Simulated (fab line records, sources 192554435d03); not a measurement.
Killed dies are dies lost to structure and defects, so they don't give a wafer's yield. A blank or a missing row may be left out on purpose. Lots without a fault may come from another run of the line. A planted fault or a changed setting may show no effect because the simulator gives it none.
fab line records | flow n5_finfet
record lots=4 wafers=12 last_day=18
route steps=1938 shown BEOL_M11@1546 PASSIVATION@1936
lots that met no fault: from a run of the same line without faults
start_h: hours from the record's first day to the start of the lot's first wafer shown | wait_h: hours since the lot's step before | " the same as in the row above | L1.1+2: a row that stands for several wafers | - no value, or no start given | * or withheld: withheld | < > ~ a bound
route shown NAME@n: a module of which the file shows steps, and the number in the route of the first | usual: mean/standard deviation of fault-free wafers | same: alike in all rows | chamber/n: place in a boat | sites: the reading at each site | _std_site: their standard deviation | _edge_site: outer sites' mean less inner sites' | radius_mm: how far each site lies from the wafer's centre | mask NAME#n: copy n | behind: the tool/chamber that last shaped the wafer | hold: why the lot was held/for how many hours/how that ended | device: the transistor (n, p or np) that didn't switch | end of line: the same wafers' tests at the end of the route | a step without rows: its recipe alone | killed: dies lost to structure and defects at the first sort, not the wafer's yield | map: a wafer's dies, x killed, . not, _ none there
set.NAME: the setting as run; set.NAME@STEP: as run at that earlier step | model.NAME: the simulator's own value behind a step, which no gauge read
lots at some steps of the route; a table a step, a row a wafer
services: from which hour (start_h, from the record's first day; less than 0 if before it) a tool's chamber was out of use, for how many hours, and why
## steps
# step N5_BEOL_M11_EXPOSE_08
# recipe mask_id=M11 na=1.35 source_shape=dipole sigma_inner=0.411 sigma_outer=0.611 polarization=te dose_mj=53.75
# step N5_BEOL_M11_PEB_09
# recipe peb_temp_c=withheld peb_time_s=60 resist=CAR-ArF
# step N5_BEOL_M11_DEVELOP_10
# recipe develop_time_s=30 developer=TMAH resist=CAR-ArF rinse_liquid=diw dry=air_spin dev_temp_c=23
# step N5_BEOL_M11_DESCUM_16
# recipe chemistry=O2 time_s=7.9 source_power_w=50 bias_power_w=20 pressure_mtorr=20 rf_frequency_hz=2.712e+07 temp_c=40 resist=CAR-ArF o2_flow_sccm=225
# step N5_BEOL_M11_ETCH_61
# recipe chemistry=CF4 target=SiARC target_depth_a=390 mask_material=CAR-ArF time_s=65 ion_energy_ev=80 pressure_mtorr=40 source_w=545 bias_w=36 Ar_flow_sccm=100 cf4_flow_sccm=100 ends=cleared
# step N5_BEOL_M11_ETCH_62
# recipe chemistry=N2/H2 target=SOC target_depth_a=1100 overetch_a=220 mask_material=SiARC temp_c=40 time_s=165 ion_energy_ev=200 pressure_mtorr=30 source_w=840 bias_w=150 n2_flow_sccm=200 h2_flow_sccm=200
# step N5_BEOL_M11_STRIP_68
# recipe chemistry=N2/H2 temp_c=40 n2_flow_sccm=200 h2_flow_sccm=200 rf_frequency_hz=6e+07
# step N5_BEOL_M11_STRIP_67
# recipe chemistry=CF4 resist=SiARC power_w=300 bias_power_w=75 pressure_mtorr=50 cf4_flow_sccm=150 rf_frequency_hz=6e+07
# step N5_BEOL_M11_HM_OPEN_17
# recipe chemistry=Cl2/BCl3 target_depth_a=200 overetch_a=60 target=TiN mask_material=SOC ion_energy_ev=150 pressure_mtorr=10 icp_w=1000 bias_w=126 Cl2_flow_sccm=53.25 bcl3_flow_sccm=21.75 Ar_flow_sccm=25
# step N5_BEOL_M11_STRIP_19
# recipe chemistry=O2 power_w=400 temp_c=40 pressure_mtorr=30 rf_frequency_hz=6e+07 bias_power_w=0 overash_fraction=0.2 o2_flow_sccm=225
# usual drypump_motor_current_A=5.7/0.42 oes_product_au=0.79/0.096 rf_vpp_V=3.6/0.58 showerhead_plenum_p_Torr=2.11/0.087 throttle_valve_pct=16.71/0.25
# columns lot.wafer tool chamber start_h wait_h drypump_motor_current_A oes_product_au rf_hours_counter_h rf_vpp_V showerhead_plenum_p_Torr throttle_valve_pct
L889.1 rie_diel-04 2 308.00 0.2 6.1 0.99 4 4.0 2.05 16.44
L889.3 " 0 " " 5.1 0.70 202 3.7 1.99 17.02
L889.5 " 0 " " 5.1 0.70 - 4.8 1.99 17.01
L896.2 rie_diel-04 0 350.83 0.1 5.2 0.70 219 3.4 1.99 17.06
L896.4 " 3 " " 5.9 0.84 75 2.9 2.23 16.49
L896.5 " 1 " " 5.2 0.76 - 3.6 2.10 16.96
L899.1 rie_diel-04 0 372.43 0.2 5.1 0.70 225 3.6 1.99 17.07
L899.2 " 3 " " 5.9 0.84 80 4.5 2.23 16.48
L899.4 " 2 " " 6.1 0.94 25 3.1 2.04 16.53
L901.1 rie_diel-03 1 390.81 0.1 5.1 0.74 144 3.4 2.01 16.42
L901.5 " 3 " " 5.7 0.82 - 2.8 2.13 16.52
L901.6 " 0 " " 5.9 0.75 - 3.7 2.18 16.82
# step N5_BEOL_M11_COAT_63
# recipe resist=SOC temp_c=250 time_s=60 spin_rpm=1500 resist_thk_nm=100
# step N5_BEOL_M11_COAT_64
# recipe resist=SiARC temp_c=220 time_s=60 spin_rpm=1500 resist_thk_nm=30
# step N5_BEOL_M11_COAT_22
# recipe resist=CAR-ArF spin_rpm=1500 resist_thk_nm=90
# step N5_BEOL_M11_EBR_24
# recipe solvent=PGMEA ebr_width_mm=1.5
# step N5_BEOL_M11_SOFTBAKE_23
# recipe temp_c=110 time_s=60 resist=CAR-ArF
# step N5_BEOL_M11_EXPOSE_25
# recipe mask_id=V10 na=1.35 source_shape=annular sigma_inner=0.5 sigma_outer=0.8 polarization=unpolarized dose_mj=85.5
# step N5_BEOL_M11_PEB_26
# recipe peb_temp_c=withheld peb_time_s=60 resist=CAR-ArF
# step N5_BEOL_M11_DEVELOP_27
# recipe develop_time_s=30 developer=TMAH resist=CAR-ArF rinse_liquid=diw dry=air_spin dev_temp_c=23
# step N5_BEOL_M11_INSPECT_30
# recipe mode=adi inspect_instrument=brightfield
# usual raw_defect_count=415/110
# columns lot.wafer tool chamber start_h wait_h raw_defect_count
L889.1 defect_inspect-01 - 310.22 0.0 306
L889.3 " - " " 270
L889.5 " - " " 329
L896.2 defect_inspect-01 - 352.92 0.0 890
L896.4 " - " " 395
L896.5 " - " " 400
L899.1 defect_inspect-01 - 377.66 0.0 882
L899.2 " - " " 386
L899.4 " - " " 443
L901.1 defect_inspect-02 - 392.79 0.0 329
L901.5 " - " " 285
L901.6 " - " " 312
# step N5_BEOL_M11_DESCUM_33
# recipe chemistry=O2 time_s=7.9 source_power_w=50 bias_power_w=20 pressure_mtorr=20 rf_frequency_hz=2.712e+07 temp_c=40 resist=CAR-ArF o2_flow_sccm=225
# step N5_PASSIVATION_PROBE_49
# usual defect_limited_yield=91.3/1.5 killed_at_M0_to_M3=34/10 killed_at_M4_up=13/4.9 killed_at_contacts=13/6.1 killed_at_front_end=39/13 killed_at_other=4.1/2.7 killed_dies=103/18 killed_open=68/13 killed_short=32/7.6 sort_bin_5_function=5.2/1 sort_bin_6_memory=3.2/0.75 sort_n_pass=1077/18 sort_yield_pct=91.3/1.5
# same gross_dies=1180 killed_at_back_side=0 sort_bin_4_leakage[%]=0 sort_bin_8_speed[%]=0
# columns lot.wafer tool chamber start_h wait_h defect_limited_yield[%] killed_at_M0_to_M3 killed_at_M4_up killed_at_contacts killed_at_front_end killed_at_other killed_dies killed_open killed_short sort_bin_5_function[%] sort_bin_6_memory[%] sort_n_pass sort_yield_pct[%]
L896.2 prober-02 - 399.95 0.1 82.5 32 136 10 23 5 206 49 34 11.3 3.5 974 82.5
L899.1 prober-02 - 416.87 0.0 80.8 42 129 12 34 9 226 74 34 11.6 5.5 954 80.8
# killed by level:class
L896.2 BEOL_M11:unspecified=120 BEOL_M3:geometric_particle:open=7 MOL_CONTACT_COAG:geometric_particle:open=6 BEOL_M1:geometric_particle:open=6 BEOL_M4:geometric_particle:open=6 FIN_SAQP:geometric_particle:short=5 STI_FIN_REVEAL:geometric_particle:open=4 ILD0:geometric_particle:short=4
L899.1 BEOL_M11:unspecified=117 STI_FIN_REVEAL:geometric_particle:open=13 MOL_CONTACT_COAG:geometric_particle:open=10 BEOL_M0:geometric_particle:open=9 BEOL_M0_SAQP:geometric_particle:short=8 BEOL_M1:geometric_particle:open=8 GATE_CUT:geometric_particle:short=7 GATE_CUT:geometric_particle:open=5
# map L896.2 (x killed, . not)
_________________x.........x.________________
______________........x...x....._____________
___________........................__________
__________.......x....x....x........_________
________......x......x...........x...._______
_______.x....................x.........______
______.......x....................x....._____
_____....x..........x.x...x.......x......____
____..xx..x..............x...x.x..........___
___x...x..xxx..x...x.........x.............__
___.xxx..xxxxx........................x....__
__.....xxxxxx.x.x........................x.._
__....xxxxxxxx.xxx..x.............xx........_
_...xxxxxxxxxxxxxxxxx...........x....x.xx....
_...x.xxxxxxxxxxxxxx.......x....x..x.........
_.xx.xxxxxxxxxxxxxx..........................
_x.x.xxxxxxxxxxxx.xx......x..................
_.x...xxxxxxxxxxx.x...x...............x......
_.....xxxxxxxxxx....x.................x.x....
_....xxx.xxxxxxx.......x...x.................
_...........x...........................x....
__.x.....x..x.x.....................x......._
__......x..................................._
___........................................__
___..x.....................................__
____......................x.........x.....___
_____....x....x.x...........x............____
______.x...x..x.......x................._____
_______......................x.........______
________.............x..............x._______
__________.x..............x....x...._________
___________....x...........x....x..__________
______________...x.............._____________
_________________............________________
# map L899.1 (x killed, . not)
_________________............________________
______________xx................_____________
___________.x......................__________
__________...............x.x........_________
________.....xx.........xx.......x...._______
_______.......x........................______
______...........x...................x.x_____
_____xx...x..x..........x................____
____............xx........................___
___........xxxx.x.................x...x...x__
___..xxx.xxxxx.xx..........x..........x....__
__.....xx.xxxxxx.xxxx....xx..........x......_
__...xxxxxxxxxxx.x.......x.....x..........x._
_.x..xxxxxxxxxxxxxx.........x.......x......x.
_...xxxxxxxxxxxxx............x...........xx..
_.....xxxxxxxxxxxxx..x....x............x.x...
_.x..xxxxxxxxxxxxx............x..........x...
_.x..xxxxxxxxxxxxxx...................x......
_......xxxxxxxxxxx...........x...............
_..x...x.xxxxxx...x.xx......x....x...x.......
_.....x.....x..x....x.......x......x.........
__.........................................._
__.x.......xx..............x.....x.........._
___.x.x.......x............................__
___x...x..x..................xx.......x....__
____......................................___
_____................x..........x.x......____
______.......x..........x..x.....x....x._____
_______..x...........x...x.............______
________..........................x..._______
__________.....x.x.....x.........x.._________
___________..x......xx...x..x.x....__________
______________........x........._____________
_________________xx........x.________________
## services
# columns tool chamber start_h hours kind
rie_diel-04 1 284.76 2.5 repair
rie_diel-04 3 324.90 6.0 repair
rie_diel-03 - 389.23 0.3 repair
## key
first_sign step=N5_BEOL_M11_INSPECT_30 reading=raw_defect_count direction=up sigmas=4.2 usual=415 struck=886
effect step=N5_PASSIVATION_PROBE_49 reading=killed_at_M4_up direction=up sigmas=24 usual=13 struck=132
more_kills_born_at N5_BEOL_M11_STRIP_19@rie_diel-04=237
met_at N5_BEOL_M11_STRIP_19
struck_wafers L896.2,L899.1
onset_between 308.00 350.83
fault kind=chamber_particle_source tool=rie_diel-04 chamber=0 onset_h=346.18 steps=N5_BEOL_M11_STRIP_19 rate_per_visit_cm2=0.72637 end_h=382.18
